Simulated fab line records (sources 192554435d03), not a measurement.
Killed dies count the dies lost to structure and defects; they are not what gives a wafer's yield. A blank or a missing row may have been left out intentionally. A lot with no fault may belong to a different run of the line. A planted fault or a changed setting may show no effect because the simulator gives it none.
Chamber matching ; flow n5 finfet ; 4 sister chambers for N5_SDB_DESCUM_16 on rie diel-01
The step chemistry O2, time 7.9 s. 16 wafers are shown with their chamber, then 8 later ones without.

== WAFERS WITH THEIR CHAMBER ==
wafer;chamber;throttle valve pct (%);showerhead plenum p Torr (Torr);oes product au (a.u.)
L075.1;3;20.48;2.10;0.76
L075.2;1;21.02;2.01;0.73
L075.6;2;20.55;2.09;0.71
L079.2;3;20.50;2.10;0.76
L079.3;2;20.57;2.09;0.72
L079.4;2;20.56;2.09;0.72
L082.1;0;20.31;2.16;0.75
L082.3;2;20.54;2.08;0.71
L082.4;3;20.49;2.09;0.74
L087.1;3;20.50;2.09;0.74
L087.3;2;20.58;2.08;0.70
L087.6;0;20.31;2.16;0.75
L089.2;0;20.33;2.16;0.74
L089.5;3;20.51;2.09;0.74
L089.6;2;20.59;2.08;0.70
L090.1;2;20.61;2.08;0.69

SIGNATURES, as means of the wafers listed above
reading;chamber 0;chamber 1;chamber 2;chamber 3;scatter within a chamber
throttle valve pct;20.3167;21.0200;20.5714;20.4960;0.0189
showerhead plenum p Torr;2.1600;2.0100;2.0843;2.0940;0.00493
oes product au;0.7467;0.7300;0.7071;0.7480;0.0104
Rule: for each reading, subtract the chamber's mean from the wafer's reading, divide by that reading's scatter and square the result; add these up over the readings and take the root, which gives the wafer's distance from the chamber. The wafer belongs to the nearest chamber; if the next one is less than 2 further off, it can't be placed. How the scatter is found: for the shown wafers, subtract from each reading the mean of its chamber, square and add these, divide the total by (wafers less chambers), then take the root.

== WAFERS WHOSE CHAMBER IS MISSING ==
wafer;throttle valve pct (%);showerhead plenum p Torr (Torr);oes product au (a.u.)
L090.3;20.33;2.16;0.74
L090.4;20.53;2.09;0.74
L092.1;20.59;2.08;0.69
L092.4;20.53;2.09;0.73
L092.6;21.06;2.00;0.71
L096.1;21.09;2.00;0.70
L096.2;20.61;2.07;0.69
L096.4;20.54;2.08;0.72

== THE CHAMBER EACH PASSED THROUGH ==
wafer;from the rows above;in truth
L090.3;0;0
L090.4;can't be placed: 3 or 2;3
L092.1;2;2
L092.4;can't be placed: 3 or 2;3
L092.6;1;1
L096.1;1;1
L096.2;2;2
L096.4;2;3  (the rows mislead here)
Placed correctly: 5 of 8. These rows do not allow placing 2 (true chamber among the candidates in 2). 1 placed wrongly.
